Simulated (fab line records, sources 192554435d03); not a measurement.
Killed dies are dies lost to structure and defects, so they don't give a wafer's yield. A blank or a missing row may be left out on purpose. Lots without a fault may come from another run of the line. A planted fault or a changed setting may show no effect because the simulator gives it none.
fab line records | flow n5_finfet
record lots=6 wafers=18 last_day=17
route steps=1938 shown WELL_APT@24 BEOL_M4@1111 PASSIVATION@1936
lots that met no fault: from a run of the same line without faults
start_h: hours from the record's first day to the start of the lot's first wafer shown | wait_h: hours since the lot's step before | " the same as in the row above | L1.1+2: a row that stands for several wafers | - no value, or no start given | * or withheld: withheld | < > ~ a bound
route shown NAME@n: a module of which the file shows steps, and the number in the route of the first | usual: mean/standard deviation of fault-free wafers | same: alike in all rows | chamber/n: place in a boat | sites: the reading at each site | _std_site: their standard deviation | _edge_site: outer sites' mean less inner sites' | radius_mm: how far each site lies from the wafer's centre | mask NAME#n: copy n | behind: the tool/chamber that last shaped the wafer | hold: why the lot was held/for how many hours/how that ended | device: the transistor (n, p or np) that didn't switch | end of line: the same wafers' tests at the end of the route | a step without rows: its recipe alone | killed: dies lost to structure and defects at the first sort, not the wafer's yield | map: a wafer's dies, x killed, . not, _ none there
set.NAME: the setting as run; set.NAME@STEP: as run at that earlier step | model.NAME: the simulator's own value behind a step, which no gauge read
lots at some steps of the route; a table a step, a row a wafer
services: from which hour (start_h, from the record's first day; less than 0 if before it) a tool's chamber was out of use, for how many hours, and why
## steps
# step N5_WELL_APT_EXPOSE_05
# recipe mask_id=NWELL na=0.8 source_shape=conventional sigma_outer=0.8 polarization=unpolarized defocus_nm=0 target_cd_nm=200 dose_mj=20.3
# step N5_WELL_APT_PEB_06
# recipe peb_temp_c=130 peb_time_s=90
# step N5_WELL_APT_DEVELOP_07
# recipe develop_time_s=45 rinse_liquid=surfactant_rinse dry=air_spin dev_temp_c=21
# step N5_WELL_APT_HARDBAKE_12
# recipe temp_c=130 time_s=120
# step N5_WELL_APT_CD_MEAS_08
# recipe target_cd_nm=200 landing_energy_ev=500 detector=se_inlens
# usual cd_nm=199.7/2.1
# columns lot.wafer tool chamber start_h wait_h cd_nm
L770.1 cd_sem-02 0 19.86 - 201.9
L770.3 " 0 " " 199.4
L770.6 " 0 " " 200.1
L780.2 cd_sem-03 0 79.68 - 201.6
L780.3 " 0 " " 200.9
L780.5 " 0 " " 201.4
L783.3 cd_sem-02 0 97.71 - 203.7
L783.5 " 0 " " 203.0
L783.6 " 0 " " 204.1
L784.2 cd_sem-03 0 104.02 - 201.1
L784.4 " 0 " " 197.9
L784.5 " 0 " " 197.4
L788.2 cd_sem-02 0 127.68 - 199.6
L788.3 " 0 " " 197.9
L788.6 " 0 " " 197.8
L792.3 cd_sem-01 0 151.72 - 201.2
L792.4 " 0 " " 199.0
L792.5 " 0 " " 199.7
# step N5_WELL_APT_OVL_MEAS_09
# recipe points_per_wafer=44
# usual NWELL_OVL=5/4.7
# columns lot.wafer tool chamber start_h wait_h NWELL_OVL[nm]
L770.1 overlay-02 0 19.89 0.0 -4
L770.3 " 0 " " 5
L770.6 " 0 " " 3
L780.2 overlay-02 0 79.71 0.0 -2
L780.3 " 0 " " 6
L780.5 " 0 " " 5
L783.3 overlay-01 0 97.74 0.0 9
L783.5 " 0 " " 2
L783.6 " 0 " " 7
L784.2 overlay-02 0 104.09 0.1 12
L784.4 " 0 " " 9
L784.5 " 0 " " 11
L788.2 overlay-01 0 127.71 0.0 7
L788.3 " 0 " " -4
L788.6 " 0 " " 4
L792.3 overlay-01 0 151.74 0.0 8
L792.4 " 0 " " 13
L792.5 " 0 " " 10
# step N5_WELL_APT_INSPECT_10
# recipe mode=adi inspect_instrument=macro
# usual raw_defect_count=1.8/1.4
# columns lot.wafer tool chamber start_h wait_h raw_defect_count
L770.1 defect_inspect-02 - 19.92 0.0 2
L770.3 " - " " 2
L770.6 " - " " 1
L780.2 defect_inspect-02 - 79.73 0.0 1
L780.3 " - " " 3
L780.5 " - " " 4
L783.3 defect_inspect-02 - 97.77 0.0 1
L783.5 " - " " 2
L783.6 " - " " 1
L784.2 defect_inspect-01 - 104.12 0.0 2
L784.4 " - " " 2
L784.5 " - " " 2
L788.2 defect_inspect-01 - 127.73 0.0 1
L788.3 " - " " 0
L788.6 " - " " 0
L792.3 defect_inspect-02 - 151.77 0.0 4
L792.4 " - " " 2
L792.5 " - " " 1
# step N5_WELL_APT_DESCUM_13
# recipe chemistry=O2 time_s=7.9 source_power_w=50 bias_power_w=20 pressure_mtorr=20 rf_frequency_hz=2.712e+07 temp_c=40 o2_flow_sccm=225
# usual drypump_motor_current_A=5.8/0.41 oes_product_au=0.78/0.11 rf_vpp_V=243.1/1.5 showerhead_plenum_p_Torr=2.10/0.072 throttle_valve_pct=20.5/0.3
# columns lot.wafer tool chamber start_h wait_h drypump_motor_current_A oes_product_au rf_hours_counter_h rf_vpp_V showerhead_plenum_p_Torr throttle_valve_pct
L770.1 rie_diel-03 3 19.95 0.0 6.3 0.75 161 241.8 2.09 20.5
L770.3 " 0 " " 5.8 0.68 243 241.9 2.05 20.7
L770.6 " 2 " " 6.6 0.68 - 243.3 2.06 20.5
L780.2 rie_diel-05 3 80.21 0.5 5.7 0.74 161 244.8 2.17 20.5
L780.3 " 0 " " 5.5 0.91 17 243.4 2.11 19.7
L780.5 " 2 " " 5.2 0.82 - 242.3 2.04 20.0
L783.3 rie_diel-04 2 98.25 0.5 5.9 0.68 216 242.2 2.01 20.5
L783.5 " 3 " " 5.9 0.72 - 243.8 2.17 20.8
L783.6 " 2 " " 5.9 0.68 - 240.6 2.01 20.5
L784.2 rie_diel-05 3 104.37 0.3 5.6 0.73 170 242.7 2.17 20.5
L784.4 " 0 " " 5.5 0.90 26 244.4 2.11 19.7
L784.5 " 3 " " 5.6 0.74 - 243.8 2.17 20.5
L788.2 rie_diel-03 0 127.77 0.0 5.8 0.91 23 241.4 2.04 20.3
L788.3 " 2 " " 6.6 0.88 32 242.3 2.05 20.2
L788.6 " 2 " " 6.6 0.88 - 241.4 2.05 20.2
L792.3 rie_diel-04 3 151.80 0.0 5.9 0.71 214 243.6 2.16 20.8
L792.4 " 1 " " 6.4 0.90 25 244.2 2.24 20.6
L792.5 " 1 " " 6.4 0.91 - 246.0 2.24 20.6
# step N5_WELL_APT_IMPLANT_14
# recipe species=P energy_kev=160 dose_cm2=1.5e+13 tilt_deg=0 rotation_deg=0
# step N5_WELL_APT_IMPLANT_15
# recipe species=As energy_kev=25 dose_cm2=1.5e+13 tilt_deg=0 rotation_deg=0
# step N5_WELL_APT_STRIP_16
# recipe chemistry=SPM time_s=900 temp_c=130 h2so4_h2o2_vol_ratio=4 dry=ipa_marangoni
# step N5_WELL_APT_HMDS_18
# recipe time_s=60 temp_c=120
# step N5_WELL_APT_COAT_19
# recipe spin_rpm=1357 resist_thk_nm=950
# usual spin_speed_rpm=1357.0/0.98
# columns lot.wafer tool chamber start_h wait_h spin_speed_rpm model.coat_of_WELL_APT_COAT_19.thk_nm
L770.1 litho_track-04 0 20.71 - 1358.1 949.9
L770.3 " 0 " " 1357.0 949.4
L770.6 " 0 " " 1356.4 951.1
L780.2 litho_track-03 0 81.22 - 1354.2 950.7
L780.3 " 0 " " 1356.7 951.6
L780.5 " 0 " " 1356.6 952.4
L783.3 litho_track-03 0 99.02 - 1519.6 903.6
L783.5 " 0 " " 1518.5 901.7
L783.6 " 0 " " 1521.2 898.8
L784.2 litho_track-04 0 105.14 - 1357.1 953
L784.4 " 0 " " 1356.5 953.6
L784.5 " 0 " " 1355.3 950
L788.2 litho_track-03 0 128.53 - 1519.3 898.2
L788.3 " 0 " " 1518.4 895.3
L788.6 " 0 " " 1518.9 896.2
L792.3 litho_track-01 0 152.60 - 1355.9 945.7
L792.4 " 0 " " 1354.7 949.4
L792.5 " 0 " " 1356.7 950.4
# step N5_WELL_APT_EBR_21
# recipe solvent=PGMEA ebr_width_mm=1.5
# step N5_WELL_APT_SOFTBAKE_20
# recipe temp_c=130 time_s=60
# step N5_WELL_APT_EXPOSE_22
# recipe mask_id=PWELL na=0.8 source_shape=conventional sigma_outer=0.8 polarization=unpolarized defocus_nm=0 target_cd_nm=200 dose_mj=23.2
# step N5_WELL_APT_PEB_23
# recipe peb_temp_c=130 peb_time_s=90
# step N5_WELL_APT_DEVELOP_24
# recipe develop_time_s=45 rinse_liquid=surfactant_rinse dry=air_spin dev_temp_c=21
# step N5_WELL_APT_HARDBAKE_29
# recipe temp_c=130 time_s=120
# step N5_WELL_APT_CD_MEAS_25
# recipe target_cd_nm=200 landing_energy_ev=500 detector=se_inlens
# usual cd_nm=201.2/2.2
# columns lot.wafer tool chamber start_h wait_h cd_nm
L770.1 cd_sem-01 0 20.98 - 202.7
L770.3 " 0 " " 202.8
L770.6 " 0 " " 199.1
L780.2 cd_sem-01 0 81.49 - 199.5
L780.3 " 0 " " 200.1
L780.5 " 0 " " 202.0
L783.3 cd_sem-01 0 99.29 - 200.6
L783.5 " 0 " " 203.7
L783.6 " 0 " " 204.4
L784.2 cd_sem-01 0 105.54 - 200.5
L784.4 " 0 " " 199.3
L784.5 " 0 " " 198.6
L788.2 cd_sem-03 0 128.80 - 201.4
L788.3 " 0 " " 198.8
L788.6 " 0 " " 199.1
L792.3 cd_sem-02 0 152.87 - 203.2
L792.4 " 0 " " 205.3
L792.5 " 0 " " 202.9
# step N5_WELL_APT_OVL_MEAS_26
# recipe points_per_wafer=44
# usual PWELL_OVL=-1/5.1
# columns lot.wafer tool chamber start_h wait_h PWELL_OVL[nm]
L770.1 overlay-01 0 21.02 0.0 5
L770.3 " 0 " " 6
L770.6 " 0 " " -1
L780.2 overlay-02 0 81.52 0.0 -5
L780.3 " 0 " " 4
L780.5 " 0 " " 5
L783.3 overlay-02 0 99.32 0.0 -2
L783.5 " 0 " " -4
L783.6 " 0 " " -1
L784.2 overlay-02 0 105.57 0.0 -6
L784.4 " 0 " " -4
L784.5 " 0 " " 5
L788.2 overlay-01 0 128.83 0.0 2
L788.3 " 0 " " -3
L788.6 " 0 " " 2
L792.3 overlay-01 0 152.90 0.0 0
L792.4 " 0 " " -4
L792.5 " 0 " " 0
# step N5_WELL_APT_INSPECT_27
# recipe mode=adi inspect_instrument=macro
# usual raw_defect_count=2/1.4
# columns lot.wafer tool chamber start_h wait_h raw_defect_count
L770.1 defect_inspect-02 - 21.04 0.0 2
L770.3 " - " " 3
L770.6 " - " " 1
L780.2 defect_inspect-01 - 81.55 0.0 4
L780.3 " - " " 0
L780.5 " - " " 1
L783.3 defect_inspect-01 - 99.62 0.3 2
L783.5 " - " " 4
L783.6 " - " " 1
L784.2 defect_inspect-01 - 105.59 0.0 1
L784.4 " - " " 3
L784.5 " - " " 3
L788.2 defect_inspect-02 - 128.85 0.0 2
L788.3 " - " " 1
L788.6 " - " " 1
L792.3 defect_inspect-01 - 152.92 0.0 1
L792.4 " - " " 2
L792.5 " - " " 4
# step N5_WELL_APT_DESCUM_30
# recipe chemistry=O2 time_s=7.9 source_power_w=50 bias_power_w=20 pressure_mtorr=20 rf_frequency_hz=2.712e+07 temp_c=40 o2_flow_sccm=225
# usual drypump_motor_current_A=5.9/0.4 oes_product_au=0.78/0.1 rf_vpp_V=243.2/1.4 showerhead_plenum_p_Torr=2.09/0.075 throttle_valve_pct=20.5/0.31
# columns lot.wafer tool chamber start_h wait_h drypump_motor_current_A oes_product_au rf_hours_counter_h rf_vpp_V showerhead_plenum_p_Torr throttle_valve_pct model.coat_of_WELL_APT_COAT_19.thk_nm
L770.1 rie_diel-04 2 21.37 0.3 5.9 0.71 188 241.0 2.02 20.4 931.8
L770.3 " 3 " " 5.9 0.74 164 244.0 2.18 20.7 931.3
L770.6 " 3 " " 6.0 0.74 - 244.0 2.18 20.7 933.1
L780.2 rie_diel-05 3 81.58 0.0 5.6 0.74 162 244.8 2.17 20.5 932.5
L780.3 " 1 " " 5.8 0.68 242 242.0 2.07 20.8 933.5
L780.5 " 2 " " 5.2 0.82 - 242.0 2.04 20.0 934.3
L783.3 rie_diel-05 0 99.66 0.0 5.5 0.89 24 244.0 2.11 19.7 885.5
L783.5 " 1 " " 5.8 0.68 - 243.1 2.06 20.8 883.7
L783.6 " 2 " " 5.2 0.81 - 242.3 2.04 20.0 880.7
L784.2 rie_diel-05 1 105.63 0.0 5.8 0.68 250 243.2 2.06 20.8 934.9
L784.4 " 0 " " 5.4 0.90 26 242.2 2.11 19.7 935.5
L784.5 " 3 " " 5.6 0.74 - 244.0 2.17 20.5 931.9
L788.2 rie_diel-04 1 128.89 0.0 6.4 0.93 17 246.6 2.24 20.6 880
L788.3 " 3 " " 6.0 0.71 207 244.3 2.16 20.8 877.2
L788.6 " 3 " " 6.0 0.71 - 243.1 2.16 20.8 878.1
L792.3 rie_diel-04 2 152.96 0.0 5.9 0.67 238 240.4 2.00 20.5 927.6
L792.4 " 0 " " 5.7 0.98 6 243.4 2.05 20.5 931.3
L792.5 " 0 " " 5.7 0.98 - 242.8 2.05 20.5 932.3
# step N5_WELL_APT_IMPLANT_31
# recipe species=B energy_kev=60 dose_cm2=1.5e+13 tilt_deg=0 rotation_deg=0
# step N5_BEOL_M4_RC_MEAS_101
# usual DIBL_N=36.3/1.7 DIBL_P=36.3/2.2 IOFF_N=0.16/0.034 IOFF_P=0.21/0.038 ION_N=673/13 ION_P=461/8.3 SS_N=71.5/0.55 SS_P=73.3/0.67 VT_N=250/3.4 VT_P=-251/3.5
# columns lot.wafer tool chamber start_h wait_h DIBL_N[mV/V] DIBL_P[mV/V] IOFF_N[nA/um] IOFF_P[nA/um] ION_N[uA/um] ION_P[uA/um] SS_N[mV/dec] SS_P[mV/dec] VT_N[mV] VT_P[mV]
L770.1 prober-02 0 160.32 0.0 36.2 37.5 0.18 0.23 675 462 71.7 74.0 251 -251
L770.3 " 0 " " 36.5 37.2 0.18 0.23 672 461 71.9 73.7 248 -250
L770.6 " 0 " " 38.5 39.5 0.21 0.27 675 469 72.6 74.1 248 -246
L780.2 prober-02 0 237.93 0.2 35.2 35.9 0.15 0.18 681 463 71.6 73.9 250 -253
L780.3 " 0 " " 34.9 34.8 0.14 0.18 661 448 72.5 73.5 254 -252
L780.5 " 0 " " 38.1 38.8 0.20 0.23 662 445 72.3 74.3 249 -251
L783.3 prober-02 0 249.35 0.3 35.6 34.6 0.13 0.19 666 458 71.7 73.4 252 -250
L783.5 " 0 " " 35.0 33.9 0.12 0.18 658 459 71.0 72.5 254 -251
L783.6 " 0 " " 40.2 40.5 0.21 0.29 690 468 72.8 74.0 247 -246
L784.2 prober-01 0 266.61 0.2 36.4 36.4 0.16 0.19 684 465 71.6 74.1 250 -254
L784.4 " 0 " " 35.2 35.3 0.14 0.18 669 453 71.3 73.6 254 -256
L784.5 " 0 " " 34.2 33.2 0.12 0.15 660 453 70.8 73.0 254 -258
L788.2 prober-01 0 286.85 0.2 36.5 37.7 0.17 0.22 694 472 71.8 73.9 252 -249
L788.3 " 0 " " 34.3 35.5 0.14 0.19 678 465 70.9 73.1 251 -251
L788.6 " 0 " " 34.6 35.0 0.14 0.19 677 464 71.6 73.2 252 -251
L792.3 prober-02 0 297.27 0.3 36.1 36.6 0.15 0.19 679 466 71.0 73.1 251 -254
L792.4 " 0 " " 38.2 39.3 0.19 0.23 681 462 71.0 73.7 249 -252
L792.5 " 0 " " 35.2 33.9 0.13 0.16 653 449 71.6 73.1 252 -255
# step N5_PASSIVATION_PROBE_49
# usual defect_limited_yield=91.4/1.6 killed_at_M0_to_M3=34/10 killed_at_M4_up=12/4.8 killed_at_contacts=11/6.2 killed_at_front_end=39/13 killed_at_other=4/3.1 killed_dies=101/19 killed_open=67/14 killed_short=32/8.3 sort_bin_5_function=5.0/1 sort_bin_6_memory=3.2/0.76 sort_n_pass=1079/19 sort_yield_pct=91.4/1.6
# same gross_dies=1180 killed_at_back_side=0 sort_bin_4_leakage[%]=0 sort_bin_8_speed[%]=0
# columns lot.wafer tool chamber start_h wait_h defect_limited_yield[%] killed_at_M0_to_M3 killed_at_M4_up killed_at_contacts killed_at_front_end killed_at_other killed_dies killed_open killed_short sort_bin_5_function[%] sort_bin_6_memory[%] sort_n_pass sort_yield_pct[%]
L770.1 prober-01 - 250.38 0.0 90.8 26 19 19 44 0 108 75 33 5.3 3.4 1072 90.8
L770.3 prober-01 - 250.48 0.1 93.6 28 10 12 24 1 75 55 20 3.4 2.8 1105 93.6
L770.6 prober-01 - 250.63 0.3 92.3 29 21 5 32 4 91 59 28 4.3 3.1 1089 92.3
L788.2 prober-02 - 387.87 0.1 91.1 39 10 15 36 5 105 77 26 5.6 3.2 1075 91.1
L788.3 prober-02 - 387.92 0.1 89.7 42 10 17 48 5 122 86 32 6.6 3.5 1058 89.7
L788.6 prober-02 - 388.07 0.3 92.0 12 11 34 34 3 94 69 21 5.1 2.7 1086 92.0
# killed by level:class
L770.1 FIN_SAQP:geometric_particle:open=15 MOL_CONTACT_COAG:geometric_particle:open=15 BEOL_M3:geometric_particle:open=8 BEOL_M4:geometric_particle:open=8 GATE_CUT:geometric_particle:short=5 BEOL_M3:geometric_particle:short=5 MOL_CONTACT_COAG:geometric_particle:short=4 BEOL_M5:geometric_particle:open=4
L770.3 BEOL_M1:geometric_particle:open=12 MOL_CONTACT_COAG:geometric_particle:open=9 FIN_SAQP:geometric_particle:open=7 BEOL_M4:geometric_particle:open=6 BEOL_M0_SAQP:geometric_particle:short=5 GATE_CUT:geometric_particle:open=4 BEOL_M3:geometric_particle:open=4 FIN_SAQP:geometric_particle:short=3
L770.6 BEOL_M4:geometric_particle:open=13 BEOL_M2:geometric_particle:open=10 FIN_SAQP:geometric_particle:short=7 STARTING-WAFER:geometric_particle:short=6 BEOL_M1:geometric_particle:open=6 BEOL_M3:geometric_particle:open=5 FIN_SAQP:geometric_particle:open=4 DUMMY_GATE:geometric_particle:open=3
L788.2 MOL_CONTACT_COAG:geometric_particle:open=13 FIN_SAQP:geometric_particle:open=11 BEOL_M2:geometric_particle:open=11 BEOL_M0_SAQP:geometric_particle:open=9 BEOL_M0_SAQP:geometric_particle:short=8 BEOL_M1:geometric_particle:open=7 STI_FIN_REVEAL:geometric_particle:open=6 BEOL_M4:geometric_particle:open=6
L788.3 MOL_CONTACT_COAG:geometric_particle:open=14 FIN_SAQP:geometric_particle:open=13 STI_FIN_REVEAL:geometric_particle:open=9 BEOL_M0_SAQP:geometric_particle:open=9 BEOL_M0_SAQP:geometric_particle:short=8 BEOL_M2:geometric_particle:open=8 BEOL_M3:geometric_particle:open=6 DUMMY_GATE:geometric_particle:short=4
L788.6 MOL_CONTACT_COAG:geometric_particle:open=25 STI_FIN_REVEAL:geometric_particle:open=11 MOL_CONTACT_COAG:geometric_particle:short=9 FIN_SAQP:geometric_particle:short=7 FIN_SAQP:geometric_particle:open=4 BEOL_M2:geometric_particle:open=4 BEOL_M4:geometric_particle:open=4 STARTING-WAFER:geometric_particle:open=4
## services
# columns tool chamber start_h hours kind
rie_diel-05 - 10.83 2.3 repair
rie_diel-03 2 23.09 - clean
rie_diel-03 2 23.09 - consumable_replace:focus_ring
rie_diel-03 2 23.09 20.1 scheduled_down
rie_diel-03 2 23.09 20.1 vent_cycle
rie_diel-05 1 31.28 5.0 repair
rie_diel-03 0 43.20 - clean
rie_diel-03 0 43.20 - consumable_replace:focus_ring
rie_diel-05 - 55.14 2.8 pm
rie_diel-04 1 74.69 - clean
rie_diel-04 1 74.69 - consumable_replace:focus_ring
rie_diel-04 1 74.69 - consumable_replace:showerhead
rie_diel-04 1 74.69 12.3 scheduled_down
rie_diel-04 1 74.69 12.3 vent_cycle
rie_diel-04 0 96.43 3.4 repair
rie_diel-05 1 106.79 - clean
rie_diel-05 1 106.79 - consumable_replace:focus_ring
rie_diel-05 1 106.79 17.9 scheduled_down
rie_diel-05 1 106.79 17.9 vent_cycle
rie_diel-04 0 118.61 - clean
rie_diel-04 0 118.61 - consumable_replace:focus_ring
rie_diel-04 0 118.61 15.0 scheduled_down
rie_diel-04 0 118.61 15.0 vent_cycle
rie_diel-03 0 151.36 2.6 repair
## key
first_sign step=N5_WELL_APT_COAT_19 reading=spin_speed_rpm direction=up sigmas=99+ usual=* struck=*
effect none on later readings
model_effect step=N5_WELL_APT_COAT_19 value=coat_of_WELL_APT_COAT_19.thk_nm without=951 struck=899
model_effect step=N5_WELL_APT_DESCUM_30 value=coat_of_WELL_APT_COAT_19.thk_nm without=932.9 struck=880.9
met_at N5_WELL_APT_COAT_19
struck_wafers L783.3,L783.5,L783.6,L788.2,L788.3,L788.6
onset_between 81.22 99.02
fault kind=process_parameter_drift tool=litho_track-03 chamber=- onset_h=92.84 steps=N5_WELL_APT_COAT_19 channel=spin_rpm offset=* shape=step end_h=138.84 acts_in=* stated=*
